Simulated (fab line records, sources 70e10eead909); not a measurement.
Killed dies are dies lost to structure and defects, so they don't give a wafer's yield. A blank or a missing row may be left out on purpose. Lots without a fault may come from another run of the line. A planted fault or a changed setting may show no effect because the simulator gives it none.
Which tool did it? | flow nand_harc | 11 lots, 33 wafers sampled, at 5 steps of a route of 1302

WHAT THE GAUGES READ, wafer by wafer
NHARC_END_SORT_01.
lot  | measured     | on        | defect_limited_yield (%) | killed_at_array | killed_at_other | killed_at_periphery | killed_dies | killed_open | killed_short | sort_bin_2_pct (%) | sort_bin_3_pct (%) | sort_bin_4_pct (%) | sort_n_pass | sort_rim_yield_pct (%) | sort_yield_pct (%)
L614 | day 24 11:15 | prober-01 | 91.1 89.1 89.4           | 59 72 68        | 0 1 0           | 1 1 4               | 60 74 72    | 4 1 4       | 3 1 3        | 2.7 5.2 3.1        | 0.3 0.9 1.2        | 5.9 4.9 6.4        | 617 603 605 | 86 90 89               | 91.1 89.1 89.4
L621 | day 28 07:37 | prober-02 | 85.5 88.8 90.7           | 96 72 60        | 1 2 1           | 1 2 2               | 98 76 63    | 0 2 1       | 0 1 2        | 5.8 4.1 4.1        | 0.9 0.6 0.4        | 7.8 6.5 4.7        | 579 601 614 | 87 96 86               | 85.5 88.8 90.7
L622 | day 28 17:08 | prober-02 | 94.7 91.3 95.0           | 32 55 32        | 1 1 0           | 3 3 2               | 36 59 34    | 2 2 3       | 0 4 1        | 1.5 3.1 1.9        | 0.6 0.1 0.1        | 3.2 5.5 3.0        | 641 618 643 | 90 92 92               | 94.7 91.3 95.0
L624 | day 29 15:56 | prober-02 | 38.7 88.9 42.2           | 48 70 52        | 0 0 0           | 367 5 339           | 415 75 391  | 2 0 5       | 0 2 3        | 21.1 4.3 23.9      | 4.6 1.5 4.3        | 35.6 5.3 29.5      | 262 602 286 | 33 92 41               | 38.7 88.9 42.2
L627 | day 30 12:46 | prober-02 | 45.3 93.5 46.5           | 25 42 24        | 0 0 0           | 345 2 338           | 370 44 362  | 1 4 1       | 0 3 2        | 18.3 2.7 20.8      | 4.3 0 3.0          | 32.1 3.8 29.7      | 307 633 315 | 49 90 44               | 45.3 93.5 46.5
L633 | day 34 03:31 | prober-01 | 88.0 91.0 89.7           | 75 58 60        | 5 0 2           | 1 3 8               | 81 61 70    | 1 2 6       | 3 3 1        | 3.1 2.8 3.7        | 1.5 0.6 0.4        | 7.4 5.6 6.2        | 596 616 607 | 92 92 96               | 88.0 91.0 89.7

WHICH TOOL RAN EACH LOT (tool, then ch and the chambers of the sampled wafers, then the start)
lot  | NHARC_P_M0_ECD_22              | NHARC_THIN_TSV_DESCUM_14           | NHARC_THIN_TSV_DESCUM_35           | NHARC_THIN_TSV_ETCH_59
L614 | ecd_cu-01 ch 0,1, day 6 17:53  | rie_diel-04 ch 0,1,3, day 23 20:23 | rie_diel-05 ch 0,2,3, day 24 02:17 | rie_metal-02 ch 1, day 24 02:29
L615 | ecd_cu-01 ch 0,1, day 7 12:15  | rie_diel-05 ch 0,3, day 24 19:09   | rie_diel-04 ch 0,2, day 25 01:01   | rie_metal-03 ch 0,1, day 25 01:13
L616 | ecd_cu-01 ch 0,1, day 7 16:13  | rie_diel-01 ch 0,1,3, day 24 20:28 | rie_diel-05 ch 1,2,3, day 25 02:25 | rie_metal-02 ch 0,1, day 25 02:34
L620 | ecd_cu-02 ch 0,1, day 9 15:37  | rie_diel-05 ch 0,1,2, day 27 12:38 | rie_diel-04 ch 0,3, day 27 18:35   | rie_metal-03 ch 0,1, day 27 18:46
L621 | ecd_cu-01 ch 0,1, day 9 20:59  | rie_diel-05 ch 0,1,3, day 27 13:52 | rie_diel-05 ch 0,1,2, day 27 19:50 | rie_metal-02 ch 0,1, day 27 20:00
L622 | ecd_cu-01 ch 0,1, day 10 04:46 | rie_diel-04 ch 0,1,3, day 27 22:46 | rie_diel-05 ch 1,2,3, day 28 04:40 | rie_metal-01 ch 0,1, day 28 04:52
L624 | ecd_cu-01 ch 0,1, day 11 04:32 | rie_diel-05 ch 0,1,3, day 28 22:35 | rie_diel-05 ch 0,2,3, day 29 04:32 | rie_metal-02 ch 0,1, day 29 04:41
L627 | ecd_cu-01 ch 0,1, day 12 13:19 | rie_diel-05 ch 0,1, day 29 20:16   | rie_diel-04 ch 2,3, day 30 02:04   | rie_metal-02 ch 0,1, day 30 02:15
L633 | ecd_cu-02 ch 0,1, day 15 16:29 | rie_diel-04 ch 1,2, day 33 04:40   | rie_diel-05 ch 0,1,3, day 33 10:37 | rie_metal-01 ch 0,1, day 33 10:46
L634 | ecd_cu-01 ch 0,1, day 16 01:33 | rie_diel-05 ch 0,1,2, day 33 02:17 | rie_diel-04 ch 1,2, day 33 08:22   | rie_metal-03 ch 1, day 33 08:31
L635 | ecd_cu-02 ch 0,1, day 16 02:45 | rie_diel-04 ch 2,3, day 33 03:35   | rie_diel-01 ch 0,1, day 33 09:47   | rie_metal-02 ch 0,1, day 33 09:58
- NHARC_P_M0_ECD_22: material Cu, target thk 400 nm.
- NHARC_THIN_TSV_DESCUM_14: chemistry O2, time 3 s.
- NHARC_THIN_TSV_DESCUM_35: chemistry O2, time 3 s.
- NHARC_THIN_TSV_ETCH_59: etches the open film in Cl2/BCl3, target depth 880 nm, time 138.1 s.

WHAT THE TOOLS THEMSELVES READ (means of the sampled wafers that have a number; where no wafer has one, the mark that the record gives instead)
NHARC_THIN_TSV_DESCUM_14.
lot  | tool        | chamber_pressure_mTorr (mTorr) | drypump_motor_current_A (A) | oes_product_au (a.u.) | rf_vpp_V (V) | showerhead_plenum_p_Torr (Torr) | throttle_valve_pct (%)
L614 | rie_diel-04 | 59.94                          | 5.8                         | 1.007                 | 58.0         | 1.97                            | 11.310
L615 | rie_diel-05 | 60.02                          | 5.4                         | 0.990                 | 57.4         | 1.87                            | 11.319
L616 | rie_diel-01 | 60.05                          | 5.7                         | 0.998                 | 58.0         | 1.87                            | 11.318
L620 | rie_diel-05 | 59.96                          | 5.8                         | 1.003                 | 58.5         | 1.93                            | 11.318
L621 | rie_diel-05 | 59.97                          | 5.7                         | 0.991                 | 57.7         | 1.89                            | 11.306
L622 | rie_diel-04 | 59.99                          | 5.8                         | 1.001                 | 57.7         | 1.97                            | 11.309
L624 | rie_diel-05 | 60.05                          | 5.7                         | 0.996                 | 57.7         | 1.89                            | 11.310
L627 | rie_diel-05 | 61.01                          | 5.7                         | 1.000                 | 58.7         | 1.89                            | 11.313
L633 | rie_diel-04 | 60.05                          | 5.9                         | 1.004                 | 58.2         | 2.01                            | 11.316
L634 | rie_diel-05 | 60.01                          | 5.8                         | 0.995                 | 57.8         | 1.93                            | 11.309
L635 | rie_diel-04 | 59.95                          | 5.6                         | 1.012                 | 57.9         | 1.97                            | 11.315

NHARC_THIN_TSV_DESCUM_35.
lot  | tool        | chamber_pressure_mTorr (mTorr) | drypump_motor_current_A (A) | oes_product_au (a.u.) | rf_vpp_V (V) | showerhead_plenum_p_Torr (Torr) | throttle_valve_pct (%)
L614 | rie_diel-05 | 59.97                          | 5.4                         | 0.986                 | 57.2         | 1.90                            | 11.314
L615 | rie_diel-04 | 60.03                          | 5.2                         | 1.009                 | 58.8         | 2.03                            | 11.315
L616 | rie_diel-05 | 59.97                          | 5.7                         | 0.992                 | 58.3         | 1.93                            | 11.310
L620 | rie_diel-04 | 60.04                          | 5.4                         | 0.997                 | 57.4         | 1.98                            | 11.305
L621 | rie_diel-05 | 59.97                          | 5.7                         | 0.989                 | 57.7         | 1.93                            | 11.307
L622 | rie_diel-05 | 60.01                          | 5.7                         | 0.992                 | 57.6         | 1.93                            | 11.308
L624 | rie_diel-05 | 59.97                          | 5.4                         | 0.998                 | 58.0         | 1.90                            | 11.311
L627 | rie_diel-04 | 60.01                          | 5.9                         | 1.004                 | 58.2         | 1.93                            | 11.316
L633 | rie_diel-05 | 59.93                          | 5.7                         | 0.986                 | 57.5         | 1.89                            | 11.313
L634 | rie_diel-04 | 60.02                          | 5.7                         | 1.011                 | 58.1         | 2.01                            | 11.312
L635 | rie_diel-01 | 59.99                          | 5.8                         | 1.014                 | 56.8         | 1.89                            | 11.303

NHARC_THIN_TSV_ETCH_59.
lot  | tool         | bias_w (W) | chamber_pressure_mTorr (mTorr) | drypump_motor_current_A (A) | oes_product_au (a.u.) | throttle_valve_pct (%)
L614 | rie_metal-02 | 99.9       | 10.006                         | 5.80                        | 1.005                 | 22.256
L615 | rie_metal-03 | 100.0      | 9.998                          | 6.19                        | 0.992                 | 22.258
L616 | rie_metal-02 | 99.9       | 9.999                          | 5.80                        | 0.999                 | 22.271
L620 | rie_metal-03 | 100.0      | 10.001                         | 6.22                        | 0.992                 | 22.265
L621 | rie_metal-02 | 100.4      | 10.003                         | 5.78                        | 0.985                 | 22.273
L622 | rie_metal-01 | 99.9       | 10.000                         | 6.22                        | 1.001                 | 22.265
L624 | rie_metal-02 | 100.0      | 9.995                          | 5.78                        | 1.010                 | 22.260
L627 | rie_metal-02 | 100.0      | 10.002                         | 5.82                        | 1.000                 | 22.256
L633 | rie_metal-01 | 100.4      | 10.001                         | 6.22                        | 0.998                 | 22.267
L634 | rie_metal-03 | 99.6       | 10.000                         | 6.16                        | 0.992                 | 22.274
L635 | rie_metal-02 | 100.1      | 10.002                         | 5.80                        | 1.000                 | 22.268

THE ANSWER, worked out from the rows above alone
Rule: what is usual is taken from the lots themselves. Put in order of their means at a reading, lots are off if they are a third of the lots or fewer, leave a main group of 4 or more, and stand apart from it by a gap of 3 or more times the standard deviation of the main group's means; of several such gaps the widest counts. A main group whose means are all the same, to the digits that the tables above print for the reading, isn't used. A lot without any number at a reading at which 4 lots or more have one is off too. The other lots that the step has rows for count as sound. The gauges are gone through in route order, then the tools' own readings, and for those a lot's mean is taken as printed above. The first step at which some lot is off is used, and at that step the reading that is off furthest; a lot without a number counts as furthest.
Off: L624, L627, at NHARC_END_SORT_01 (killed_at_periphery). The main group: mean 3, standard deviation 0.89. Neither off nor sound, because the step has no rows for them: L615, L616, L620, L634, L635.
A tool fits if, at a process step before that reading, it ran every lot that is off, and no sound lot after the first of them. The gauges at NHARC_END_SORT_01 are tried like those tools. Can't be told from this: 4 tools fit, ecd_cu-01 at NHARC_P_M0_ECD_22, rie_diel-05 at NHARC_THIN_TSV_DESCUM_14, rie_metal-02 at NHARC_THIN_TSV_ETCH_59, prober-02 at NHARC_END_SORT_01.

WHAT THE SIMULATOR HAD PUT IN
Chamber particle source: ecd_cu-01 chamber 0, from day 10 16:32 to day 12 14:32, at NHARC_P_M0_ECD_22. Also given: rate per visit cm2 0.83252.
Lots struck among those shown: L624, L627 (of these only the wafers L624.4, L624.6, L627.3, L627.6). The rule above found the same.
